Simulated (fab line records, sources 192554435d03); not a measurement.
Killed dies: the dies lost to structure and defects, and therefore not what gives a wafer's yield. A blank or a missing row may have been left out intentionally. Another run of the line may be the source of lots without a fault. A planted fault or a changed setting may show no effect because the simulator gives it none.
Chamber matching | flow n5_finfet | N5_BEOL_M2_ETCH_74 on rie_diel-04 has 4 sister chambers
The step etches underlayer in N2/H2, target depth 6.5 nm, time 5.2 s. 14 wafers are shown with their chamber, then 7 later ones without.

WAFERS WITH THEIR CHAMBER
wafer  | chamber | drypump_motor_current_A (A) | showerhead_plenum_p_Torr (Torr) | throttle_valve_pct (%)
L074.2 | 3       | 5.8                         | 2.43                            | 17.87
L074.3 | 2       | 5.8                         | 2.59                            | 18.04
L074.6 | 0       | 4.7                         | 2.57                            | 17.63
L075.1 | 0       | 4.7                         | 2.57                            | 17.63
L075.2 | 3       | 5.7                         | 2.43                            | 17.85
L075.5 | 2       | 5.8                         | 2.59                            | 18.05
L077.1 | 2       | 5.8                         | 2.59                            | 18.05
L077.5 | 0       | 4.7                         | 2.56                            | 17.61
L077.6 | 1       | 5.9                         | 2.63                            | 17.62
L083.3 | 3       | 5.8                         | 2.42                            | 17.89
L083.5 | 3       | 5.8                         | 2.42                            | 17.90
L083.6 | 2       | 5.8                         | 2.59                            | 18.08
L087.1 | 1       | 5.9                         | 2.62                            | 17.72
L087.2 | 0       | 4.8                         | 2.55                            | 17.68

SIGNATURES (means of the wafers above)
reading                  | chamber 0 | chamber 1 | chamber 2 | chamber 3 | scatter within a chamber
drypump_motor_current_A  | 4.725     | 5.900     | 5.800     | 5.775     | 0.0387
showerhead_plenum_p_Torr | 2.5625    | 2.6250    | 2.5900    | 2.4250    | 0.00652
throttle_valve_pct       | 17.6375   | 17.6700   | 18.0550   | 17.8775   | 0.0317
Rule: a wafer lies at a distance from a chamber equal to the root of the sum of squares, over the readings, of (its reading less the chamber's mean, divided by the reading's scatter). The wafer belongs to the nearest chamber; if the next one is less than 2 further off, it can't be placed. The scatter: take each reading less its chamber's mean, square it, sum over the shown wafers, divide by the number of wafers less the number of chambers, and take the root.

WAFERS MISSING THEIR CHAMBER
wafer  | drypump_motor_current_A (A) | showerhead_plenum_p_Torr (Torr) | throttle_valve_pct (%)
L087.3 | 5.8                         | 2.41                            | 17.94
L089.1 | 4.8                         | 2.55                            | 17.68
L089.2 | 5.9                         | 2.62                            | 17.71
L089.3 | 5.8                         | 2.41                            | 17.93
L091.2 | 4.8                         | 2.55                            | 17.69
L091.4 | 5.8                         | 2.41                            | 17.93
L091.6 | 5.9                         | 2.62                            | 17.71

WHICH CHAMBER EACH WENT THROUGH
wafer  | from the rows above | in truth
L087.3 | 3                   | 3
L089.1 | 0                   | 0
L089.2 | 1                   | 1
L089.3 | 3                   | 3
L091.2 | 0                   | 0
L091.4 | 3                   | 3
L091.6 | 1                   | 1
7 of 7 placed correctly. Number that these rows cannot place: 0. Wrongly placed: 0.
